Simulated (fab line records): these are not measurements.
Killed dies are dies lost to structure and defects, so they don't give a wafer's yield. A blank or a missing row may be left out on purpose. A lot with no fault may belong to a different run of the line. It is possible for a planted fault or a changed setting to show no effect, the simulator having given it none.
Chamber matching | flow nandHarc | NHARC_A_CHANNEL_FILL_D2_CMP_10 on cmp-04 has 4 sister chambers
The step polishes, target thk 150 nm. 8 wafers are shown with their chamber, then 8 later ones without.

## WAFERS PAIRED WITH THEIR CHAMBERS
wafer  | chamber | motorCurrentA (A) | timeToEndpointS (s)
L078.4 | 0       | 11.4              | 15
L084.1 | 1       | 12.6              | 14
L084.4 | 0       | 10.5              | 13
L084.6 | 2       | 12.0              | 13
L086.1 | 2       | 11.8              | 14
L086.2 | 3       | 10.2              | 18
L086.3 | 1       | 12.7              | 14
L093.2 | 3       | 10.1              | 19

## WAFERS MISSING THEIR CHAMBER
wafer  | motorCurrentA (A) | timeToEndpointS (s)
L093.3 | 12.7              | 16
L093.6 | 11.9              | 13
L096.3 | 11.3              | 15
L096.4 | 12.7              | 15
L096.6 | 12.9              | 15
L097.1 | 12.3              | 10
L097.3 | 10.8              | 9
L097.6 | 12.2              | 12

## CHAMBER TAKEN BY EACH
wafer  | from the rows above          | in truth
L093.3 | can't be placed: 1 or 2      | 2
L093.6 | can't be placed: 2 or 1      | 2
L096.3 | can't be placed: 0 or 2      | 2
L096.4 | can't be placed: 1 or 2      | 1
L096.6 | 1                            | 1
L097.1 | can't be placed: 2 or 1 or 0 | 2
L097.3 | can't be placed: 0 or 2      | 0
L097.6 | can't be placed: 2 or 1      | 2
Placed correctly: 1 of 8. Not placeable from these rows: 7 (in 7, the candidates include the true chamber). Number placed wrongly: 0.
How it was worked out, from the rows above alone: a wafer's distance from a chamber is the root of the sum, over the readings, of the square of ((its reading less the chamber's mean) divided by the reading's scatter). The wafer belongs to the nearest chamber; if the next one is less than 2 further off, it can't be placed. For every chamber, the mean is computed from those of its wafers that are shown. The scatter is the square root of a quotient: the sum, over the shown wafers, of each reading's squared deviation from its chamber's mean, divided by wafers minus chambers.
